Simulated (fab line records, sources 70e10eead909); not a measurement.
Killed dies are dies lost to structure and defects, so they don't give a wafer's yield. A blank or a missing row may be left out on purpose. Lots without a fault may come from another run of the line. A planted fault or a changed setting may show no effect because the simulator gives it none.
fab line records | flow nand_harc
record lots=14 wafers=40 last_day=24
route steps=1159 shown P_BONDPAD@377 A_BONDPAD@1082 THIN_TSV@1136 END@1159
lots that met no fault: from a run of the same line without faults
start_h: hours from the record's first day to the start of the lot's first wafer shown | wait_h: hours since the lot's step before | " the same as in the row above | L1.1+2: a row that stands for several wafers | - no value, or no start given | * or withheld: withheld | < > ~ a bound
route shown NAME@n: a module of which the file shows steps, and the number in the route of the first | usual: mean/standard deviation of fault-free wafers | same: alike in all rows | chamber/n: place in a boat | sites: the reading at each site | _std_site: their standard deviation | _edge_site: outer sites' mean less inner sites' | radius_mm: how far each site lies from the wafer's centre | mask NAME#n: copy n | behind: the tool/chamber that last shaped the wafer | hold: why the lot was held/for how many hours/how that ended | device: the transistor (n, p or np) that didn't switch | end of line: the same wafers' tests at the end of the route | a step without rows: its recipe alone | killed: dies lost to structure and defects at the first sort, not the wafer's yield | map: a wafer's dies, x killed, . not, _ none there
set.NAME: the setting as run; set.NAME@STEP: as run at that earlier step | model.NAME: the simulator's own value behind a step, which no gauge read
steps of the route over a sample of lots; a table a step, a row a wafer
services: from which hour (start_h, from the record's first day; less than 0 if before it) a tool's chamber was out of use, for how many hours, and why
## steps
# step NHARC_P_BONDPAD_PVD_27
# recipe target_thk_a=300 chamber_pressure_pa=5 power_w=5000 substrate_temp_c=30 time_s=20.49 material=Cu
# usual throttle_valve_pct=30.0/0.92
# columns lot.wafer tool chamber start_h wait_h throttle_valve_pct
L576.3 pvd_sputter-01 - 133.67 - 31.3
L576.4 " - " " 29.5
L576.5 " - " " 30.3
L577.1 pvd_sputter-01 - 144.87 - 31.5
L577.4 " - " " 29.9
L577.5 " - " " 31.7
L578.2 pvd_sputter-03 - 146.06 - 29.7
L578.4 " - " " 30.5
L578.6 " - " " 30.2
L579.1 pvd_sputter-02 - 146.36 - 29.8
L579.2 " - " " 28.8
L579.6 " - " " 31.0
L581.1 pvd_sputter-03 - 156.94 - 26.9
L581.2 " - " " 29.7
L581.5 " - " " 30.6
L580.3 pvd_sputter-02 - 158.10 - 28.7
L580.4 " - " " 29.4
L580.6 " - " " 30.5
L583.4 pvd_sputter-03 - 165.46 - 29.8
L583.6 " - " " 29.6
L583.5 " - " " 30.1
L584.1 pvd_sputter-03 - 178.51 - 30.4
L584.2 " - " " 29.9
L584.4 " - " " 27.5
L585.3 pvd_sputter-03 - 179.52 - 29.6
L585.2 " - " " 30.3
L585.5 " - " " 29.8
L586.4 pvd_sputter-01 - 194.23 - 29.9
L586.1 " - " " 30.4
L586.5 " - " " 30.5
L587.4 pvd_sputter-01 - 195.62 - 29.8
L587.1 " - " " 29.7
L587.2 " - " " 30.4
L590.2 pvd_sputter-01 - 215.25 - 29.7
L590.5 " - " " 30.5
L591.1 pvd_sputter-01 - 220.29 - 30.9
L591.4 " - " " 30.0
L599.4 pvd_sputter-02 - 263.07 - 29.3
L599.1 " - " " 29.5
L599.6 " - " " 29.5
# step NHARC_A_BONDPAD_DEGAS_25
# recipe temp_c=300 time_s=60
# usual heater_power_w=465/63
# columns lot.wafer tool chamber start_h wait_h heater_power_w
L576.4 pvd_sputter-01 - 405.19 - 465
L576.3 " - " " 483
L576.5 " - " " 455
L579.2 pvd_sputter-02 - 419.02 - 556
L579.1 " - " " 464
L579.6 " - " " 460
L577.1 pvd_sputter-03 - 419.32 - 418
L577.4 " - " " 500
L577.5 " - " " 411
L578.2 pvd_sputter-01 - 419.97 - 490
L578.4 " - " " 540
L578.6 " - " " 535
L581.2 pvd_sputter-02 - 424.41 - 397
L581.1 " - " " 582
L581.5 " - " " 468
L583.4 pvd_sputter-03 - 440.30 - 412
L583.5 " - " " 425
L583.6 " - " " 510
L580.4 pvd_sputter-01 - 447.80 - 533
L580.3 " - " " 326
L580.6 " - " " 330
L585.3 pvd_sputter-02 - 453.83 - 558
L585.2 " - " " 474
L585.5 " - " " 452
L584.4 pvd_sputter-02 - 455.19 - 565
L584.2 " - " " 481
L584.1 " - " " 386
L587.4 pvd_sputter-02 - 467.89 - 489
L587.2 " - " " 454
L587.1 " - " " 580
L586.4 pvd_sputter-01 - 468.77 - 539
L586.1 " - " " 468
L586.5 " - " " 329
L590.5 pvd_sputter-01 - 475.67 - 455
L591.1 pvd_sputter-02 - 499.00 - 449
L599.4 pvd_sputter-03 - 542.02 - 468
L599.1 " - " " 474
L599.6 " - " " 495
# step NHARC_THIN_TSV_DEGAS_53
# recipe temp_c=300 time_s=60
# usual heater_power_w=463/59
# columns lot.wafer tool chamber start_h wait_h heater_power_w
L576.4 pvd_sputter-03 - 425.85 0.1 419
L576.3 " - " " 508
L576.5 " - " " 514
L577.4 pvd_sputter-02 - 440.59 0.1 389
L577.1 " - " " 573
L577.5 " - " " 460
L579.1 pvd_sputter-02 - 441.83 0.1 575
L579.2 " - " " 471
L579.6 " - " " 455
L578.4 pvd_sputter-03 - 443.55 0.1 416
L578.2 " - " " 458
L578.6 " - " " 411
L581.2 pvd_sputter-03 - 444.97 0.1 505
L581.1 " - " " 456
L581.5 " - " " 415
L583.4 pvd_sputter-01 - 460.09 0.1 526
L583.5 " - " " 481
L583.6 " - " " 536
L580.4 pvd_sputter-02 - 467.02 0.1 447
L580.3 " - " " 580
L580.6 " - " " 567
L585.2 pvd_sputter-03 - 472.84 0.1 478
L585.3 " - " " 481
L585.5 " - " " 435
L584.4 pvd_sputter-02 - 474.31 0.1 444
L584.2 " - " " 485
L584.1 " - " " 389
L586.4 pvd_sputter-01 - 488.40 0.1 455
L586.1 " - " " 482
L586.5 " - " " 330
L587.2 pvd_sputter-02 - 489.77 0.1 469
L587.4 " - " " 387
L587.1 " - " " 437
L590.5 pvd_sputter-03 - 495.68 0.1 480
L591.1 pvd_sputter-02 - 522.53 0.1 380
L599.4 pvd_sputter-02 - 561.11 0.1 443
L599.1 " - " " 468
L599.6 " - " " 441
# step NHARC_THIN_TSV_CD_MEAS_37
# usual cd_nm=5001/3
# columns lot.wafer tool chamber start_h wait_h cd_nm
L576.3 cd_sem-03 - 428.44 - 4998
L576.4 " - " " 5000
L576.5 " - " " 4998
L577.1 cd_sem-02 - 443.23 - 5002
L577.4 " - " " 4999
L577.5 " - " " 5001
L579.1 cd_sem-02 - 444.37 - 5004
L579.2 " - " " 5003
L579.6 " - " " 5005
L578.2 cd_sem-02 - 446.29 - 5005
L578.4 " - " " 5005
L578.6 " - " " 5001
L581.1 cd_sem-03 - 447.55 - 5000
L581.2 " - " " 4996
L581.5 " - " " 4996
L583.4 cd_sem-02 - 462.87 - 5000
L583.5 " - " " 5000
L583.6 " - " " 5001
L580.3 cd_sem-02 - 469.74 - 4996
L580.4 " - " " 4999
L580.6 " - " " 4997
L585.2 cd_sem-01 - 475.37 - 4998
L585.3 " - " " 5001
L585.5 " - " " 4998
L584.1 cd_sem-01 - 476.94 - 5004
L584.2 " - " " 5003
L584.4 " - " " 5004
L586.1 cd_sem-01 - 491.09 - 5005
L586.4 " - " " 5005
L586.5 " - " " 5010
L587.1 cd_sem-01 - 493.08 - 5001
L587.2 " - " " 5001
L587.4 " - " " 5000
L590.5 cd_sem-03 - 498.54 - 5005
L591.1 cd_sem-01 - 525.12 - 5005
L599.1 cd_sem-03 - 563.70 - 5001
L599.4 " - " " 5005
L599.6 " - " " 4999
# step NHARC_END_SORT_01
# recipe temp_c=25
# usual defect_limited_yield=95.4/1.8 killed_at_array=27/11 killed_at_other=0.7/1.1 killed_at_periphery=3.4/2.1 killed_dies=31/12 killed_open=3.6/2 killed_short=2.0/1.3 sort_bin_2_pct=1.5/0.71 sort_bin_3_pct=0.25/0.22 sort_bin_4_pct=2.9/1.2 sort_n_pass=646/12 sort_rim_yield_pct=95.0/2.5 sort_yield_pct=95.4/1.8
# same gross_dies=677 sort_bin_5_pct[%]=0 sort_bin_6_pct[%]=0 sort_bin_7_pct[%]=0 sort_bin_8_pct[%]=0 sort_rim_n_gross=106.00
# columns lot.wafer tool chamber start_h wait_h defect_limited_yield[%] killed_at_array killed_at_other killed_at_periphery killed_dies killed_open killed_short sort_bin_2_pct[%] sort_bin_3_pct[%] sort_bin_4_pct[%] sort_n_pass sort_rim_yield_pct[%] sort_yield_pct[%]
L590.2 prober-02 0 506.88 2.8 0 12 3 662 677 2 3 97.9 0.59 1.5 0 0 0
L590.5 prober-02 0 509.23 3.6 95.9 25 2 1 28 3 1 1.6 0.30 2.2 649 97.2 95.9
L591.1 prober-01 0 532.62 2.5 96.0 22 0 5 27 3 2 0.9 0 3.1 650 97.2 96.0
L591.4 prober-01 0 535.02 3.4 0 23 2 652 677 0 3 96.8 0 3.2 0 0 0
# killed by level:class
L590.2 P_BONDPAD:area_pvd=659 A_SLIT:chamber_film_flake=3 A_CONTACT:chamber_film_flake=3 THIN_TSV:chamber_film_flake=3 A_CHANNEL_HOLE_D1:chamber_film_flake=2 A_STAIRCASE:chamber_film_flake=2 P_STI:geometric_particle:open=1 P_GATE:geometric_particle:open=1
L590.5 A_SLIT:chamber_film_flake=11 A_CHANNEL_HOLE_D1:chamber_film_flake=4 A_CONTACT:geometric_particle:open=2 THIN_TSV:chamber_film_flake=2 A_WL_FILL:chamber_film_flake=2 A_WL_FILL:geometric_particle:open=1 A_CONTACT:geometric_particle:short=1 P_M1:chamber_film_flake=1
L591.1 A_SLIT:chamber_film_flake=12 A_CHANNEL_HOLE_D1:chamber_film_flake=2 A_STAIRCASE:chamber_film_flake=2 A_CONTACT:chamber_film_flake=2 P_M0:geometric_particle:open=1 A_ONON_D1:geometric_particle:short=1 A_CHANNEL_FILL_D1:geometric_particle:short=1 A_M0:geometric_particle:open=1
L591.4 P_BONDPAD:area_pvd=647 A_SLIT:chamber_film_flake=15 A_CHANNEL_HOLE_D1:chamber_film_flake=5 P_STI:chamber_film_flake=3 THIN_TSV:chamber_film_flake=2 P_GATE:geometric_particle:short=1 A_SOURCE_PLATE:geometric_particle:short=1 A_SGD_CUT:geometric_particle:short=1
## services
# columns tool chamber start_h hours kind
pvd_sputter-01 - 158.00 10.0 pm
pvd_sputter-02 - 217.91 10.0 pm
pvd_sputter-03 - 280.04 10.0 pm
pvd_sputter-01 - 333.22 8.3 repair
pvd_sputter-01 - 341.53 10.0 pm
pvd_sputter-02 - 395.91 10.0 pm
pvd_sputter-03 - 435.41 0.5 repair
pvd_sputter-03 - 458.04 10.0 pm
pvd_sputter-01 - 464.33 4.0 repair
pvd_sputter-03 - 495.71 0.8 repair
pvd_sputter-01 - 519.53 10.0 pm
pvd_sputter-02 - 547.95 1.1 repair
## key
first_sign step=NHARC_END_SORT_01 reading=killed_at_periphery direction=up sigmas=99+ usual=3.4 struck=657
effect step=NHARC_END_SORT_01 reading=sort_bin_2_pct direction=up sigmas=99+ usual=1.5 struck=97.3
more_kills_born_at NHARC_P_BONDPAD_PVD_27@pvd_sputter-01=1306
met_at NHARC_P_BONDPAD_PVD_27
struck_lots L590,L591
struck_wafers L590.2,L591.4
later_rows_left_out L590.2,L591.4
not_acting_at NHARC_A_BONDPAD_DEGAS_25,NHARC_THIN_TSV_DEGAS_53,NHARC_THIN_TSV_CD_MEAS_37
onset_between 195.62 215.25
fault kind=process_parameter_drift tool=pvd_sputter-01 chamber=- onset_h=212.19 steps=NHARC_P_BONDPAD_PVD_27 channel=target_thk_a offset=* shape=step end_h=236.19 scope=struck_wafers_only acts_in=* stated=*
# later_rows_left_out: the simulator's readings of these wafers behind a module that went badly wrong aren't trusted and aren't shown, but for the sort
